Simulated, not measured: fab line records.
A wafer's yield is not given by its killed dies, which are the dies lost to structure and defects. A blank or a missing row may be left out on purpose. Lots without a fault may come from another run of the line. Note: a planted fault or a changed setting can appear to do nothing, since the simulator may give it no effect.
Matching of chambers || flow n5Finfet || N5_GATE_CUT_DESCUM_18 on rieDiel-03: 4 sister chambers
The step chemistry O2, time 7 s. 14 wafers are shown with their chamber, then 7 later ones without.

## EACH WAFER AND ITS CHAMBER
{"wafer": "L866.1", "chamber": 2, "showerheadPlenumPTorr (Torr)": 2.09, "throttleValvePct (%)": 20.17, "oesProductAu (a.u.)": 0.74}
{"wafer": "L866.2", "chamber": 3, "showerheadPlenumPTorr (Torr)": 2.01, "throttleValvePct (%)": 20.59, "oesProductAu (a.u.)": 0.76}
{"wafer": "L866.3", "chamber": 1, "showerheadPlenumPTorr (Torr)": 2.12, "throttleValvePct (%)": 20.69, "oesProductAu (a.u.)": 0.74}
{"wafer": "L869.1", "chamber": 2, "showerheadPlenumPTorr (Torr)": 2.09, "throttleValvePct (%)": 20.18, "oesProductAu (a.u.)": 0.73}
{"wafer": "L869.3", "chamber": 1, "showerheadPlenumPTorr (Torr)": 2.12, "throttleValvePct (%)": 20.71, "oesProductAu (a.u.)": 0.74}
{"wafer": "L869.5", "chamber": 3, "showerheadPlenumPTorr (Torr)": 2.01, "throttleValvePct (%)": 20.59, "oesProductAu (a.u.)": 0.75}
{"wafer": "L876.1", "chamber": 2, "showerheadPlenumPTorr (Torr)": 2.08, "throttleValvePct (%)": 20.21, "oesProductAu (a.u.)": 0.72}
{"wafer": "L876.5", "chamber": 3, "showerheadPlenumPTorr (Torr)": 2.00, "throttleValvePct (%)": 20.61, "oesProductAu (a.u.)": 0.74}
{"wafer": "L876.6", "chamber": 0, "showerheadPlenumPTorr (Torr)": 1.96, "throttleValvePct (%)": 20.42, "oesProductAu (a.u.)": 0.70}
{"wafer": "L877.2", "chamber": 1, "showerheadPlenumPTorr (Torr)": 2.11, "throttleValvePct (%)": 20.74, "oesProductAu (a.u.)": 0.73}
{"wafer": "L877.3", "chamber": 3, "showerheadPlenumPTorr (Torr)": 2.00, "throttleValvePct (%)": 20.61, "oesProductAu (a.u.)": 0.74}
{"wafer": "L877.4", "chamber": 0, "showerheadPlenumPTorr (Torr)": 1.96, "throttleValvePct (%)": 20.44, "oesProductAu (a.u.)": 0.70}
{"wafer": "L884.1", "chamber": 2, "showerheadPlenumPTorr (Torr)": 2.08, "throttleValvePct (%)": 20.23, "oesProductAu (a.u.)": 0.72}
{"wafer": "L884.2", "chamber": 0, "showerheadPlenumPTorr (Torr)": 1.96, "throttleValvePct (%)": 20.45, "oesProductAu (a.u.)": 0.69}

SIGNATURES (means of the wafers above)
{"reading": "showerheadPlenumPTorr", "chamber 0": 1.9600, "chamber 1": 2.1167, "chamber 2": 2.0850, "chamber 3": 2.0050, "scatter within a chamber": 0.00516}
{"reading": "throttleValvePct", "chamber 0": 20.4367, "chamber 1": 20.7133, "chamber 2": 20.1975, "chamber 3": 20.6000, "scatter within a chamber": 0.021}
{"reading": "oesProductAu", "chamber 0": 0.6967, "chamber 1": 0.7367, "chamber 2": 0.7275, "chamber 3": 0.7475, "scatter within a chamber": 0.00827}
Rule: for each reading, subtract the chamber's mean from the wafer's reading, divide by that reading's scatter and square the result; add these up over the readings and take the root, which gives the wafer's distance from the chamber. If the next closest chamber is less than 2 further off than the closest, the wafer can't be placed; otherwise it belongs to the closest. How the scatter is found: for the shown wafers, subtract from each reading the mean of its chamber, square and add these, divide the total by (wafers less chambers), then take the root.

## WAFERS MISSING THEIR CHAMBER
{"wafer": "L884.4", "showerheadPlenumPTorr (Torr)": 2.00, "throttleValvePct (%)": 20.64, "oesProductAu (a.u.)": 0.72}
{"wafer": "L885.3", "showerheadPlenumPTorr (Torr)": 2.08, "throttleValvePct (%)": 20.23, "oesProductAu (a.u.)": 0.71}
{"wafer": "L885.5", "showerheadPlenumPTorr (Torr)": 1.96, "throttleValvePct (%)": 20.45, "oesProductAu (a.u.)": 0.69}
{"wafer": "L885.6", "showerheadPlenumPTorr (Torr)": 2.11, "throttleValvePct (%)": 20.74, "oesProductAu (a.u.)": 0.71}
{"wafer": "L889.1", "showerheadPlenumPTorr (Torr)": 1.99, "throttleValvePct (%)": 20.64, "oesProductAu (a.u.)": 0.72}
{"wafer": "L889.2", "showerheadPlenumPTorr (Torr)": 2.10, "throttleValvePct (%)": 20.75, "oesProductAu (a.u.)": 0.71}
{"wafer": "L889.6", "showerheadPlenumPTorr (Torr)": 2.07, "throttleValvePct (%)": 20.23, "oesProductAu (a.u.)": 0.71}

## CHAMBER TAKEN BY EACH
{"wafer": "L884.4", "from the rows above": 3, "in truth": 3}
{"wafer": "L885.3", "from the rows above": 2, "in truth": 2}
{"wafer": "L885.5", "from the rows above": 0, "in truth": 0}
{"wafer": "L885.6", "from the rows above": 1, "in truth": 1}
{"wafer": "L889.1", "from the rows above": 3, "in truth": 3}
{"wafer": "L889.2", "from the rows above": 1, "in truth": 1}
{"wafer": "L889.6", "from the rows above": 2, "in truth": 2}
Placed correctly: 7 of 7. From these rows, 0 cannot be placed. Number placed wrongly: 0.
